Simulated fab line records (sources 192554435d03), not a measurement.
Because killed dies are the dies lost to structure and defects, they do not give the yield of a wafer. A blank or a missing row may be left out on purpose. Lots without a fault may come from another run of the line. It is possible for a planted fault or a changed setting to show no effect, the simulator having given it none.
fab line records	flow n5_finfet	part 2 of 2: steps 5 to 6 of 6
record lots=19	wafers=57	last_day=18
route steps=1938 shown BEOL_M9@1437 BEOL_M10@1492
lots with no fault: from the same line, run without faults
start_h: hours from the record's opening day to when the first of the lot's shown wafers began	wait_h: hours from the lot's prior step to this one	" as in the row above	L1.1+2: one row covering several wafers at once	- either no value or no given start	* or withheld: withheld	< > ~ a bound
route shown NAME@n: NAME is a module with steps in the file, n the number in the route of the first one	usual: average and standard deviation across the fault-free wafers	same: alike in all rows	chamber/n: place in a boat	sites: per-site readings	_std_site: their standard deviation	_edge_site: mean of outer sites minus mean of inner sites	radius_mm: how far each site lies from the wafer's centre	mask NAME#n: copy n	behind: the last tool/chamber to shape the wafer	hold: cause of the lot's hold/its duration in hours/its outcome	device: which transistor (n, p or np) failed to switch	end of line: tests of these same wafers at the route's end	a step with no rows: only its recipe	killed: not the wafer's yield, but the dies lost to structure and defects at the first sort	map: the dies of a wafer, with x for killed, . for not killed, _ for no die there
set.NAME: the run value of the setting; set.NAME@STEP: its run value at that earlier step	model.NAME: the simulator's own value behind a step, which no gauge read
route steps across a sampled set of lots; one table per step, one row per wafer
services: when a tool's chamber went out of use (start_h, in hours from the record's first day, below 0 if earlier), for how many hours, and the reason
## steps
# step N5_BEOL_M10_DESCUM_33
# recipe chemistry=O2	time_s=7.9	source_power_w=50	bias_power_w=20	pressure_mtorr=20	rf_frequency_hz=2.712e+07	temp_c=40	resist=CAR-ArF	o2_flow_sccm=225
# usual drypump_motor_current_A=6.0/0.41	oes_product_au=0.84/0.09	rf_vpp_V=243.5/1.5	showerhead_plenum_p_Torr=2.11/0.078	throttle_valve_pct=20.31/0.21
lot.wafer	tool	chamber	start_h	wait_h	drypump_motor_current_A	oes_product_au	rf_hours_counter_h	rf_vpp_V	showerhead_plenum_p_Torr	throttle_valve_pct
L074.1	rie_diel-04	1	229.28	0.3	5.8	0.94	13	242.5	2.13	20.16
L074.4	"	3	"	"	5.8	0.96	7	245.3	2.24	19.81
L074.6	"	0	"	"	5.9	0.86	-	245.1	2.20	20.53
L075.2	rie_diel-04	1	237.55	0.0	5.8	0.92	15	244.1	2.13	20.16
L075.3	"	3	"	"	5.8	0.96	9	245.5	2.24	19.79
L075.6	"	1	"	"	5.8	0.93	-	241.4	2.13	20.15
L078.2	rie_diel-04	3	260.46	0.0	5.8	0.93	17	245.3	2.24	19.82
L078.3	"	2	"	"	5.9	0.80	107	244.1	2.18	20.36
L078.5	"	2	"	"	6.0	0.80	-	244.2	2.18	20.34
L076.1	rie_diel-02	3	260.59	0.0	6.8	0.97	2	242.9	2.04	20.35
L076.3	"	1	"	"	6.3	0.80	86	243.7	2.12	20.49
L076.6	"	3	"	"	6.8	0.98	-	241.2	2.04	20.35
L081.1	rie_diel-02	2	266.58	0.0	5.9	0.96	13	243.2	2.05	20.14
L081.2	"	1	"	"	6.3	0.80	89	242.4	2.12	20.48
L081.4	"	0	"	"	5.8	0.69	214	240.1	2.00	20.44
L080.1	rie_diel-04	3	270.75	0.1	5.8	0.93	21	245.5	2.24	19.83
L080.3	"	0	"	"	5.9	0.84	72	244.6	2.20	20.57
L080.5	"	2	"	"	6.0	0.79	-	245.0	2.18	20.35
L079.1	rie_diel-02	2	271.29	0.4	5.8	0.95	14	243.4	2.05	20.12
L079.5	"	1	"	"	6.3	0.80	-	243.7	2.12	20.51
L079.6	"	2	"	"	5.9	0.96	-	242.9	2.05	20.12
L082.2	rie_diel-04	1	273.55	0.1	5.8	0.90	28	244.9	2.12	20.18
L082.3	"	2	"	"	5.9	0.80	111	244.7	2.18	20.36
L082.4	"	3	"	"	5.8	0.92	22	245.8	2.24	19.83
L083.1	rie_diel-04	0	277.20	0.0	5.9	0.83	74	245.1	2.20	20.57
L083.5	"	3	"	"	5.8	0.92	-	244.5	2.24	19.84
L083.6	"	2	"	"	6.0	0.80	-	244.7	2.18	20.37
L085.1	rie_diel-04	1	292.28	0.0	5.8	0.88	34	244.1	2.12	20.19
L085.3	"	0	"	"	5.9	0.82	79	243.8	2.19	20.57
L085.5	"	1	"	"	5.9	0.87	-	242.7	2.12	20.18
L086.1	rie_diel-06	3	302.62	0.2	6.4	0.74	179	244.0	2.18	20.55
L086.3	"	0	"	"	6.4	0.71	182	243.7	2.08	20.23
L086.6	"	2	"	"	4.9	0.98	-	241.8	2.07	20.27
L088.1	rie_diel-02	1	315.06	0.4	6.3	0.78	106	245.6	2.11	20.53
L088.4	"	3	"	"	6.8	0.92	21	243.0	2.03	20.38
L088.5	"	2	"	"	5.9	0.92	-	243.2	2.04	20.15
L089.1	rie_diel-02	3	325.30	0.0	6.8	0.89	25	243.0	2.03	20.39
L089.4	"	1	"	"	6.3	0.78	111	243.1	2.11	20.53
L089.6	"	3	"	"	6.8	0.90	-	242.8	2.03	20.41
L091.2	rie_diel-02	2	327.41	0.0	5.9	0.90	35	242.1	2.04	20.17
L091.3	"	3	"	"	6.8	0.90	26	242.3	2.03	20.39
L091.5	"	0	"	"	5.8	0.67	-	241.2	2.00	20.48
L093.3	rie_diel-04	0	337.50	0.0	5.9	0.79	95	245.1	2.19	20.61
L093.5	"	2	"	"	6.0	0.77	-	244.5	2.17	20.39
L093.6	"	1	"	"	5.9	0.85	-	243.2	2.12	20.23
L092.1	rie_diel-02	1	337.84	0.0	6.3	0.77	115	244.1	2.11	20.52
L092.2	"	3	"	"	6.8	0.89	29	243.7	2.03	20.40
L092.5	"	0	"	"	5.8	0.67	-	240.1	1.99	20.49
L094.2	rie_diel-02	0	346.51	0.0	5.8	0.66	244	241.8	1.99	20.52
L094.3	"	1	"	"	6.3	0.77	117	243.1	2.11	20.53
L094.6	"	2	"	"	5.9	0.90	-	242.7	2.04	20.15
L095.2	rie_diel-06	2	364.06	0.0	4.9	0.92	24	241.9	2.07	20.29
L095.5	"	2	"	"	4.9	0.92	-	241.6	2.07	20.29
L095.6	"	3	"	"	6.4	0.73	-	244.0	2.17	20.59
L097.2	rie_diel-02	3	371.19	0.0	6.8	0.86	42	242.9	2.02	20.41
L097.3	"	2	"	"	5.9	0.88	50	241.1	2.03	20.18
L097.6	"	3	"	"	6.8	0.87	-	241.9	2.02	20.43
# step N5_BEOL_M10_TRENCH_ETCH_37
# recipe chemistry=C4F6/O2	target_depth_a=1488.3	target=SiCOH_lowk	time_s=48	ion_energy_ev=250	pressure_mtorr=30	source_w=345	bias_w=185	Ar_flow_sccm=300	C4F6_flow_sccm=10	O2_flow_sccm=10
# usual drypump_motor_current_A=6.0/0.41	oes_ar_750_au=0.83/0.082	oes_product_au=0.83/0.088	rf_vpp_V=661/14	showerhead_plenum_p_Torr=2.87/0.1	throttle_valve_pct=20.82/0.21
lot.wafer	tool	chamber	start_h	wait_h	drypump_motor_current_A	oes_ar_750_au	oes_product_au	rf_hours_counter_h	rf_vpp_V	showerhead_plenum_p_Torr	throttle_valve_pct
L074.1	rie_diel-04	1	-	-	5.8	0.89	0.92	14	669	2.92	20.81
L074.4	"	3	"	"	5.8	0.98	0.97	7	655	3.03	20.33
L074.6	"	0	"	"	5.9	0.84	0.84	-	663	2.96	20.89
L075.2	rie_diel-04	1	-	-	5.9	0.89	0.91	15	669	2.92	20.79
L075.3	"	3	"	"	5.8	0.97	0.96	9	654	3.03	20.31
L075.6	"	1	"	"	5.9	0.88	0.91	-	669	2.92	20.80
L078.2	rie_diel-04	3	-	-	5.8	0.95	0.95	17	655	3.03	20.33
L078.3	"	2	"	"	6.0	0.80	0.80	107	655	2.97	20.88
L078.5	"	2	"	"	6.0	0.80	0.80	-	654	2.97	20.88
L076.1	rie_diel-02	3	-	-	6.8	0.93	0.95	2	686	2.80	21.01
L076.3	"	1	"	"	6.3	0.82	0.80	86	636	2.90	21.11
L076.6	"	3	"	"	6.8	0.93	0.95	-	688	2.80	21.01
L081.1	rie_diel-02	2	-	-	5.9	0.94	0.96	13	665	2.83	20.84
L081.2	"	1	"	"	6.3	0.81	0.80	89	636	2.90	21.09
L081.4	"	0	"	"	5.8	0.70	0.69	215	657	2.67	20.63
L080.1	rie_diel-04	3	-	-	5.8	0.94	0.92	21	654	3.03	20.34
L080.3	"	0	"	"	5.9	0.83	0.83	72	662	2.95	20.88
L080.5	"	2	"	"	6.0	0.80	0.79	-	655	2.96	20.87
L079.1	rie_diel-02	2	-	-	5.8	0.94	0.95	14	665	2.83	20.84
L079.5	"	1	"	"	6.3	0.80	0.80	-	636	2.90	21.10
L079.6	"	2	"	"	5.8	0.94	0.95	-	663	2.83	20.86
L082.2	rie_diel-04	1	-	-	5.8	0.86	0.87	28	668	2.91	20.81
L082.3	"	2	"	"	5.9	0.79	0.80	111	654	2.96	20.88
L082.4	"	3	"	"	5.8	0.93	0.92	22	655	3.03	20.34
L083.1	rie_diel-04	0	-	-	5.9	0.82	0.81	74	662	2.95	20.90
L083.5	"	3	"	"	5.8	0.93	0.93	-	654	3.03	20.35
L083.6	"	2	"	"	6.0	0.79	0.79	-	655	2.96	20.89
L085.1	rie_diel-04	1	-	-	5.8	0.85	0.87	34	669	2.91	20.84
L085.3	"	0	"	"	5.9	0.82	0.81	79	663	2.95	20.90
L085.5	"	1	"	"	5.9	0.84	0.87	-	667	2.91	20.83
L086.1	rie_diel-06	3	-	-	6.4	0.74	0.75	179	685	2.93	20.82
L086.3	"	0	"	"	6.4	0.72	0.71	182	667	2.84	20.82
L086.6	"	2	"	"	4.9	0.99	0.98	-	644	2.80	20.61
L088.1	rie_diel-02	1	-	-	6.3	0.79	0.77	106	635	2.89	21.15
L088.4	"	3	"	"	6.8	0.87	0.89	21	689	2.79	21.04
L088.5	"	2	"	"	5.8	0.91	0.93	-	664	2.82	20.89
L089.1	rie_diel-02	3	-	-	6.8	0.86	0.89	25	687	2.79	21.04
L089.4	"	1	"	"	6.3	0.79	0.77	111	635	2.89	21.16
L089.6	"	3	"	"	6.8	0.86	0.89	-	688	2.79	21.04
L091.2	rie_diel-02	2	-	-	5.9	0.89	0.91	35	663	2.82	20.88
L091.3	"	3	"	"	6.8	0.86	0.89	26	687	2.79	21.03
L091.5	"	0	"	"	5.8	0.68	0.67	-	657	2.66	20.67
L093.3	rie_diel-04	0	-	-	5.9	0.80	0.79	95	663	2.94	20.93
L093.5	"	2	"	"	6.0	0.78	0.77	-	654	2.95	20.91
L093.6	"	1	"	"	5.8	0.82	0.84	-	669	2.90	20.84
L092.1	rie_diel-02	1	-	-	6.3	0.79	0.78	115	635	2.89	21.13
L092.2	"	3	"	"	6.8	0.85	0.88	29	689	2.78	21.03
L092.5	"	0	"	"	5.8	0.68	0.67	-	658	2.66	20.67
L094.2	rie_diel-02	0	-	-	5.8	0.68	0.67	244	657	2.66	20.67
L094.3	"	1	"	"	6.3	0.78	0.77	118	636	2.89	21.15
L094.6	"	2	"	"	5.9	0.89	0.90	-	663	2.82	20.87
L095.2	rie_diel-06	2	-	-	4.9	0.91	0.92	24	644	2.79	20.67
L095.5	"	2	"	"	4.9	0.92	0.91	-	643	2.79	20.67
L095.6	"	3	"	"	6.4	0.73	0.73	-	683	2.92	20.85
L097.2	rie_diel-02	3	-	-	6.8	0.84	0.85	42	689	2.78	21.06
L097.3	"	2	"	"	5.9	0.88	0.88	50	665	2.81	20.91
L097.6	"	3	"	"	6.8	0.82	0.85	-	686	2.78	21.05
## services
tool	chamber	start_h	hours	kind
rie_diel-05	0	200.72	8.9	repair
rie_diel-05	1	203.12	7.6	repair
rie_diel-05	1	211.16	-	clean
rie_diel-05	1	211.16	-	consumable_replace:focus_ring
rie_diel-05	1	211.16	31.8	scheduled_down
rie_diel-05	1	211.16	31.8	vent_cycle
rie_diel-02	2	211.37	-	clean
rie_diel-02	2	211.37	-	consumable_replace:focus_ring
rie_diel-02	2	211.37	23.8	scheduled_down
rie_diel-02	2	211.37	23.8	vent_cycle
rie_diel-05	3	215.05	2.0	repair
rie_diel-02	3	235.38	-	clean
rie_diel-02	3	235.38	-	consumable_replace:focus_ring
rie_diel-03	3	256.81	3.9	repair
rie_diel-06	-	279.75	0.6	repair
rie_diel-01	0	339.95	5.7	repair
rie_diel-05	3	352.23	-	clean
rie_diel-05	3	352.23	-	consumable_replace:focus_ring
rie_diel-01	-	359.56	0.5	repair
rie_diel-04	2	365.46	5.0	repair
rie_diel-02	0	366.23	-	clean
rie_diel-02	0	366.23	-	consumable_replace:focus_ring
rie_diel-02	0	366.23	18.5	scheduled_down
rie_diel-02	0	366.23	18.5	vent_cycle
